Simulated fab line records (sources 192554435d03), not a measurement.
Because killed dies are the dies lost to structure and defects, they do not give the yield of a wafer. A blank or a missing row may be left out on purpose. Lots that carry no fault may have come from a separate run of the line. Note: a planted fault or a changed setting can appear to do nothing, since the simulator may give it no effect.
One fault seen from 2 desks	flow n5-finfet	every desk sees just its own numbers, and what lay behind them comes last

AT THE TOOL OWNER'S DESK: rie-diel-06
The tool's own readings at N5_BEOL_M0_SAQP_ETCH_88 (etches underlayer in N2/H2, target depth 6.5 nm, time 5.2 s): means of the sampled wafers that have a number, for each lot that ran on this tool. The brackets show how far a lot's mean lies from the usual mean; more than 4 standard deviations puts the lot out of limits, marked OUT.
Columns: A = drypump-motor-current-A at N5_BEOL_M0_SAQP_ETCH_88, usual 5.8 A; B = etch-rf-on-time-s at N5_BEOL_M0_SAQP_ETCH_88, usual 5.18 s; C = oes-product-au at N5_BEOL_M0_SAQP_ETCH_88, usual 0.71 a.u.; D = rf-fwd-power-W at N5_BEOL_M0_SAQP_ETCH_88, usual 819.5 W; E = rf-vpp-V at N5_BEOL_M0_SAQP_ETCH_88, usual 524.1 V; F = showerhead-plenum-p-Torr at N5_BEOL_M0_SAQP_ETCH_88, usual 2.55 Torr; G = throttle-valve-pct at N5_BEOL_M0_SAQP_ETCH_88, usual 17.83 %
lot	first seen here	A	B	C	D	E	F	G
L272	day 8 02:39	6.1	5.13	0.75	818.2	524.3	2.54	17.99
L273	day 8 15:58	6.4	5.07	0.80	819.4	524.9	2.60	17.75
L276	day 9 02:57	6.1	5.14	0.75	821.3	525.3	2.57	17.89
L278	day 9 17:35	6.4	4.83 (-4.2) OUT	0.81	883.2 (+24) OUT	513.8 (-4.5) OUT	2.60	17.76
L279	day 10 01:53	6.0	4.83 (-4.1) OUT	0.74	888.6 (+27) OUT	511.9 (-5.3) OUT	2.54	17.95
L282	day 10 14:33	5.5	4.98	0.70	887.4 (+26) OUT	511.8 (-5.3) OUT	2.54	17.93
This desk's verdict: out of limits on L278, L279, L282, starting with L278 at day 9 17:35 (etch-rf-on-time-s at N5_BEOL_M0_SAQP_ETCH_88). L272, L273, L276: within limits.

METROLOGY DESK
What the gauges read for every lot (on any tool): the sampled wafers with a number, averaged. The brackets show how far a lot's mean lies from the usual mean; more than 4 standard deviations puts the lot out of limits, marked OUT. Of its 10 readings 7 are shown: those that lie furthest out on some lot.
Columns: A = DIBL_N at N5_BEOL_M4_RC_MEAS_101, usual 36.4 mV/V; B = DIBL_P at N5_BEOL_M4_RC_MEAS_101, usual 36.4 mV/V; C = ION_N at N5_BEOL_M4_RC_MEAS_101, usual 675 uA/um; D = ION_P at N5_BEOL_M4_RC_MEAS_101, usual 463 uA/um; E = SS_P at N5_BEOL_M4_RC_MEAS_101, usual 73.3 mV/dec; F = VT_N at N5_BEOL_M4_RC_MEAS_101, usual 250 mV; G = VT_P at N5_BEOL_M4_RC_MEAS_101, usual -250.3 mV
lot	first seen here	A	B	C	D	E	F	G
L272	day 11 17:06	37.6	38.1	675	455	73.6	249	-252.9
L273	day 12 00:41	35.8	36.3	660	459	72.7	256	-249.4
L276	day 12 14:11	34.9	35.7	672	457	73.0	253	-254.0
L278	day 13 01:37	38.1	38.9	684	465	73.6	249	-249.7
L279	day 13 13:28	37.5	36.8	686	465	73.8	248	-251.8
L280	day 13 18:05	37.7	36.2	678	467	73.4	251	-248.3
L281	day 13 23:07	34.4	35.4	668	460	72.3	252	-251.4
L282	day 14 03:29	35.4	35.3	673	467	73.4	252	-249.2
L285	day 15 06:20	36.3	37.6	671	467	72.9	250	-249.1
Result from this desk: across the 9 lots, nothing is out of limits.

ALL TOGETHER
On L278, L279, L282, at day 9 17:35, an alarm was possible from the tool owner's desk.
Metrology desk: nothing out of limits seen.
The metrology desk has L278, L279, L282 on record, within its limits.
N5_BEOL_M0_SAQP_ETCH_88 was run on rie-diel-06 by each of the lots named.

WHAT WAS PUT IN BY THE SIMULATOR
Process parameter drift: rie-diel-06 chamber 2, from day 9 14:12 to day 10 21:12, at N5_BEOL_M0_SAQP_ETCH_88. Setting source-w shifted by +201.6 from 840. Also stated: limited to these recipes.
Lots struck among those shown: L278, L279, L282.
Each desk's first reading out of limits, in hours after the fault started: the tool owner's desk, 3.
